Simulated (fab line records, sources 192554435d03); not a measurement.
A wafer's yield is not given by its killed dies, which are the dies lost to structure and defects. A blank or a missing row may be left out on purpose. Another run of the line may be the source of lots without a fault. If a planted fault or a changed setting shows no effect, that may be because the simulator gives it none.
Struck lot and sound lot, side by side | flow n5 finfet | 15 out of 1938 route steps
Sound: the wafers L543.2, L543.5, L543.6. Struck: wafer L553.6 (left out: L553.2, a lot-mate that was not struck); the cause follows at the end.
Per side, at each step with rows, come the tool, then ch with its chambers, and then its first start. Under that, the readings that differ: sound wafers | struck wafers | difference of the means | sigmas: that difference in standard deviations of wafers without a fault.
alike: words and numbers the same on both sides, and readings whose means are apart by under 2 such deviations; not compared: readings that were withheld, readings missing a value for some wafer, numbers with overlapping values and no deviation given by the record, and bounds like >300 which may hide the same value.
A row with sigmas, a row that says differs or no value, or rows on one side alone: a step with any of these is where the two part. Non-overlapping numbers with no deviation appear without sigmas and do not part them. A reading missing from all wafers of one side parts the sides only when that side holds two or more wafers.

first, 1 step without rows for these wafers: N5_STI_FIN_REVEAL_SRD_23 (time 30 s).
N5_STI_FIN_REVEAL_CD_MEAS_22: target cd 6.238 nm, pitch 28 nm.
  struck on cd sem-02, day 6 00:46; sound on cd sem-02, day 3 14:59
  alike: cd nm
N5_STI_FIN_REVEAL_FIN_H_MEAS_10:
  struck on ocd-02, day 6 00:48; sound on ocd-01, day 3 15:01
  alike: trench depth nm
then, 2 steps without rows for these wafers: N5_STI_FIN_REVEAL_PRECLEAN_18 (cleans in SC2, time 45 s); N5_STI_FIN_REVEAL_SRD_28 (time 30 s).
N5_STI_FIN_REVEAL_INSPECT_13: inspects for defects (darkfield).
  struck on defect inspect-02, day 6 00:53; sound on defect inspect-02, day 3 15:06
  alike: raw defect count
then, 2 steps without rows for these wafers: N5_DUMMY_GATE_PRECLEAN_00 (cleans in O3/DIW, time 60 s); N5_DUMMY_GATE_SRD_01 (time 30 s).
N5_DUMMY_GATE_ALD_02: deposits SiO2, target thk 2 nm, pulse time 1 s.
  sound on ald sin-03 ch 2,3, day 3 15:11; struck on ald sin-03 ch 0, day 6 01:18
  reading            | sound       | struck | difference | sigmas
  heater power w (W) | 585 478 582 | 442    | -106       | -2
  alike: precursor pulse height rel
then, 3 steps without rows for these wafers: N5_DUMMY_GATE_CVD_03 (deposits a-Si from SiH4, target thk 150 nm, time 8042 s); N5_DUMMY_GATE_PRECLEAN_46 (cleans in DIW, time 89.5 s); N5_DUMMY_GATE_SRD_47 (dry time 32 s).
N5_DUMMY_GATE_CMP_04: polishes a-Si.
  sound on cmp-04 ch 0,1,3, day 3 19:07; struck on cmp-04 ch 3, day 6 05:14
  reading                | sound          | struck | difference | sigmas
  time to endpoint s (s) | 14.6 15.1 16.1 | 5.0    | -10.3      | -5
  alike: motor current A
N5_DUMMY_GATE_THK_MEAS_05:
  struck on film metro-02, day 6 05:23; sound on film metro-02, day 3 19:17
  alike: thk nm
N5_PASSIVATION_PROBE_49:
  sound wafers here have rows in the record (prober-02, day 16 03:47); struck ones have none

## WHERE THEY PART
Last at N5_PASSIVATION_PROBE_49 as far as this record goes, first at N5_DUMMY_GATE_ALD_02.

WHY: what had been put in by the simulator
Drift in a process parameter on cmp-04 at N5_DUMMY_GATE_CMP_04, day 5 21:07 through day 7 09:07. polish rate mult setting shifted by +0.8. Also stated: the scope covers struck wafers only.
